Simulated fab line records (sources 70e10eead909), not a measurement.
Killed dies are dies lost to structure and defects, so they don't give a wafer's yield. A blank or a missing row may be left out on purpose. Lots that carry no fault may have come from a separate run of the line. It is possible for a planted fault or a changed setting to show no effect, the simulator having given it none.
Chamber matching + flow nand_harc + 4 sister chambers for NHARC_A_CHANNEL_FILL_D1_CMP_10 on cmp-02
The step polishes, target thk 150 nm. 14 wafers are shown with their chamber, then 7 later ones without.

## EACH WAFER AND ITS CHAMBER
| wafer  | chamber | motor_current_A (A) | time_to_endpoint_s (s) |
|--------|---------|---------------------|------------------------|
| L078.2 | 3       | 14.4                | 15.5                   |
| L078.3 | 0       | 12.0                | 13.7                   |
| L078.6 | 2       | 11.8                | 17.2                   |
| L080.1 | 1       | 12.2                | 19.2                   |
| L080.2 | 3       | 15.1                | 19.5                   |
| L080.3 | 0       | 12.0                | 16.3                   |
| L083.3 | 3       | 14.1                | 18.7                   |
| L083.4 | 1       | 12.4                | 21.4                   |
| L083.6 | 1       | 11.8                | 18.5                   |
| L085.2 | 1       | 12.3                | 22.9                   |
| L085.5 | 0       | 11.5                | 20.4                   |
| L085.6 | 3       | 13.5                | 23.5                   |
| L089.2 | 2       | 11.8                | 17.2                   |
| L089.5 | 1       | 12.6                | 17.6                   |

SIGNATURES (means of the wafers above)
| reading            | chamber 0 | chamber 1 | chamber 2 | chamber 3 | scatter within a chamber |
|--------------------|-----------|-----------|-----------|-----------|--------------------------|
| motor_current_A    | 11.833    | 12.260    | 11.800    | 14.275    | 0.43                     |
| time_to_endpoint_s | 16.800    | 19.920    | 17.200    | 19.300    | 2.73                     |
Rule: distance of a wafer from a chamber = root of the sum over the readings of ((wafer's reading minus chamber's mean) / reading's scatter) squared. If the next closest chamber is less than 2 further off than the closest, the wafer can't be placed; otherwise it belongs to the closest. The scatter is the square root of a quotient: the sum, over the shown wafers, of each reading's squared deviation from its chamber's mean, divided by wafers minus chambers.

## WAFERS WHOSE CHAMBER IS MISSING
| wafer  | motor_current_A (A) | time_to_endpoint_s (s) |
|--------|---------------------|------------------------|
| L089.6 | 11.5                | 14.9                   |
| L092.1 | 11.9                | 19.2                   |
| L092.4 | 13.8                | 19.5                   |
| L092.5 | 11.9                | 18.1                   |
| L093.1 | 14.2                | 20.7                   |
| L093.2 | 11.8                | 20.3                   |
| L093.4 | 11.4                | 17.3                   |

## WHICH CHAMBER EACH ONE RAN IN
| wafer  | from the rows above          | in truth |
|--------|------------------------------|----------|
| L089.6 | can't be placed: 0 or 2 or 1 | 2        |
| L092.1 | can't be placed: 2 or 1 or 0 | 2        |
| L092.4 | 3                            | 3        |
| L092.5 | can't be placed: 2 or 0 or 1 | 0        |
| L093.1 | 3                            | 3        |
| L093.2 | can't be placed: 1 or 2 or 0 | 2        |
| L093.4 | can't be placed: 2 or 0 or 1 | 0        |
Correctly placed: 2 of 7. These rows do not allow placing 5 (true chamber among the candidates in 5). 0 placed wrongly.
